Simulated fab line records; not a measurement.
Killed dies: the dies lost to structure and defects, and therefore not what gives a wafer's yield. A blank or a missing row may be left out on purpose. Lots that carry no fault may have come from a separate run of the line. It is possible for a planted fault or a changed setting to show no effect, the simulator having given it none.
Matching of chambers + flow n5_finfet + ald_sin-04 running N5_BEOL_M2_ALD_98: 4 sister chambers
The step deposits SiO2, target thk 2.5 nm, pulse time 1 s, co reactant pulse time 1 s. 22 wafers are shown with their chamber, then 11 later ones without.

## EACH WAFER AND ITS CHAMBER
| wafer  | chamber | heater_power_w (W) | precursor_pulse_height_rel |
|--------|---------|--------------------|----------------------------|
| L075.1 | 3       | 85                 | 1.020                      |
| L075.2 | 2       | 74                 | 1.016                      |
| L075.6 | 2       | 74                 | 0.991                      |
| L074.2 | 3       | 87                 | 1.014                      |
| L074.3 | 2       | 76                 | 0.993                      |
| L074.5 | 1       | 79                 | 1.022                      |
| L076.1 | 1       | 79                 | 1.022                      |
| L076.3 | 0       | 83                 | 0.986                      |
| L076.6 | 3       | 85                 | 1.020                      |
| L077.1 | 3       | 84                 | 1.010                      |
| L077.4 | 2       | 75                 | 1.018                      |
| L077.5 | 0       | 79                 | 1.007                      |
| L078.1 | 3       | 85                 | 1.016                      |
| L078.3 | 1       | 80                 | 1.031                      |
| L078.5 | 3       | 86                 | 0.987                      |
| L079.1 | 0       | 80                 | 1.007                      |
| L079.4 | 1       | 79                 | 1.030                      |
| L079.6 | 3       | 84                 | 0.999                      |
| L090.4 | 0       | 81                 | 0.999                      |
| L090.5 | 2       | 74                 | 1.066                      |
| L090.6 | 3       | 82                 | 1.025                      |
| L091.1 | 2       | 73                 | 0.972                      |

SIGNATURES, as means of the wafers listed above
| reading                    | chamber 0 | chamber 1 | chamber 2 | chamber 3 | scatter within a chamber |
|----------------------------|-----------|-----------|-----------|-----------|--------------------------|
| heater_power_w             | 80.75     | 79.25     | 74.33     | 84.75     | 1.3                      |
| precursor_pulse_height_rel | 0.99975   | 1.02625   | 1.00933   | 1.01137   | 0.0194                   |
Rule: a wafer lies at a distance from a chamber equal to the root of the sum of squares, over the readings, of (its reading less the chamber's mean, divided by the reading's scatter). If the next closest chamber is less than 2 further off than the closest, the wafer can't be placed; otherwise it belongs to the closest. The scatter is the square root of a quotient: the sum, over the shown wafers, of each reading's squared deviation from its chamber's mean, divided by wafers minus chambers.

## WAFERS WITHOUT THEIR CHAMBER
| wafer  | heater_power_w (W) | precursor_pulse_height_rel |
|--------|--------------------|----------------------------|
| L091.2 | 84                 | 1.007                      |
| L091.4 | 78                 | 0.974                      |
| L092.4 | 80                 | 0.998                      |
| L092.5 | 71                 | 0.983                      |
| L092.6 | 79                 | 0.991                      |
| L096.1 | 86                 | 1.019                      |
| L096.5 | 79                 | 1.031                      |
| L096.6 | 79                 | 0.970                      |
| L097.1 | 80                 | 1.015                      |
| L097.3 | 73                 | 1.028                      |
| L097.5 | 84                 | 0.995                      |

## CHAMBER TAKEN BY EACH
| wafer  | from the rows above          | in truth                   |
|--------|------------------------------|----------------------------|
| L091.2 | can't be placed: 3 or 0      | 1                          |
| L091.4 | can't be placed: 0 or 1 or 2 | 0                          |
| L092.4 | can't be placed: 0 or 1      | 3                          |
| L092.5 | 2                            | 2                          |
| L092.6 | can't be placed: 0 or 1      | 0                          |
| L096.1 | 3                            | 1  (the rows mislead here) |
| L096.5 | can't be placed: 1 or 0      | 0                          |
| L096.6 | can't be placed: 0 or 1      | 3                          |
| L097.1 | can't be placed: 1 or 0      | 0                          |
| L097.3 | 2                            | 2                          |
| L097.5 | can't be placed: 3 or 0      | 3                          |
Correctly placed: 2 of 11. Unplaceable from these rows: 8, with the true chamber sitting among the candidates in 5. Placed wrongly: 1.
